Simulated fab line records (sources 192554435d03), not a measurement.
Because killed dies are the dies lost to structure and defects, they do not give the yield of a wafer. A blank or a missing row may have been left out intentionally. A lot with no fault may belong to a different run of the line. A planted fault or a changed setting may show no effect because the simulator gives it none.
One fault through the eyes of 2 desks + flow n5_finfet + only its own numbers are on each desk; what lay behind them is given at the end

== AT THE METROLOGY DESK ==
What the gauges read, lot by lot, whatever tool the lot ran on: means of the sampled wafers that have a number. The brackets show how far a lot's mean lies from the usual mean; more than 4 standard deviations puts the lot out of limits, marked OUT.
Columns: A = M6_RS at N5_BEOL_M6_RS_MEAS_57, usual 0.291 ohm/sq
| lot  | first seen here | A     |
|------|-----------------|-------|
| L256 | day 8 19:59     | 0.295 |
| L258 | day 9 08:48     | 0.292 |
| L259 | day 9 13:29     | 0.291 |
| L261 | day 9 21:50     | 0.291 |
| L264 | day 10 07:01    | 0.303 |
| L263 | day 10 08:28    | 0.274 |
| L271 | day 12 05:54    | 0.295 |
| L274 | day 12 23:32    | 0.299 |
| L277 | day 14 01:00    | 0.292 |
| L278 | day 14 01:19    | 0.285 |
| L279 | day 14 08:18    | 0.302 |
Result from this desk: across the 11 lots, nothing is out of limits.

== AT THE TOOL OWNER'S DESK: rie_diel-01 ==
The tool's own readings at N5_BEOL_M7_ETCH_61 (etches SiARC in CF4, target depth 45.5 nm, time 75.8 s): means of the sampled wafers that have a number, for each lot that ran on this tool. The brackets show how far a lot's mean lies from the usual mean; more than 4 standard deviations puts the lot out of limits, marked OUT.
Columns: A = drypump_motor_current_A at N5_BEOL_M7_ETCH_61, usual 5.8 A; B = etch_rf_on_time_s at N5_BEOL_M7_ETCH_61, usual 76.0 s; C = mfc_ar_sccm at N5_BEOL_M7_ETCH_61, usual 99.98 sccm; D = oes_product_au at N5_BEOL_M7_ETCH_61, usual 0.66 a.u.; E = rf_vpp_V at N5_BEOL_M7_ETCH_61, usual 184.5 V; F = showerhead_plenum_p_Torr at N5_BEOL_M7_ETCH_61, usual 2.18 Torr; G = throttle_valve_pct at N5_BEOL_M7_ETCH_61, usual 15.59 %
| lot  | first seen here | A   | B               | C      | D    | E     | F    | G     |
|------|-----------------|-----|-----------------|--------|------|-------|------|-------|
| L256 | day 8 22:22     | 5.8 | 74.3            | 99.88  | 0.76 | 185.4 | 2.23 | 15.54 |
| L263 | day 10 10:30    | 6.0 | 74.7            | 100.12 | 0.70 | 184.1 | 2.20 | 15.61 |
| L271 | day 12 07:11    | 6.0 | 91.3 (+9.6) OUT | 99.73  | 0.55 | 184.2 | 2.16 | 15.57 |
| L274 | day 13 02:02    | 5.8 | 83.5 (+4.7) OUT | 99.72  | 0.61 | 184.6 | 2.22 | 15.46 |
This desk finds L271, L274 out of limits, L271 being first, at day 12 07:11 (etch_rf_on_time_s at N5_BEOL_M7_ETCH_61). L256, L263 stayed within limits.

== BROUGHT TOGETHER ==
An alarm could have come from the tool owner's desk at day 12 07:11, on L271, L274.
The metrology desk saw nothing out of limits.
The metrology desk has L271, L274 on record, within its limits.
All the named lots went through N5_BEOL_M7_ETCH_61 on rie_diel-01.

== WHAT THE SIMULATOR PUT IN ==
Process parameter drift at N5_BEOL_M7_ETCH_61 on rie_diel-01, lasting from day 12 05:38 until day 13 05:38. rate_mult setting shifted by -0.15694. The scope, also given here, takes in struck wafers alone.
Struck lots among those shown: L271, L274.
Hours from the fault's start to each desk's first reading out of limits: the tool owner's desk, 2.
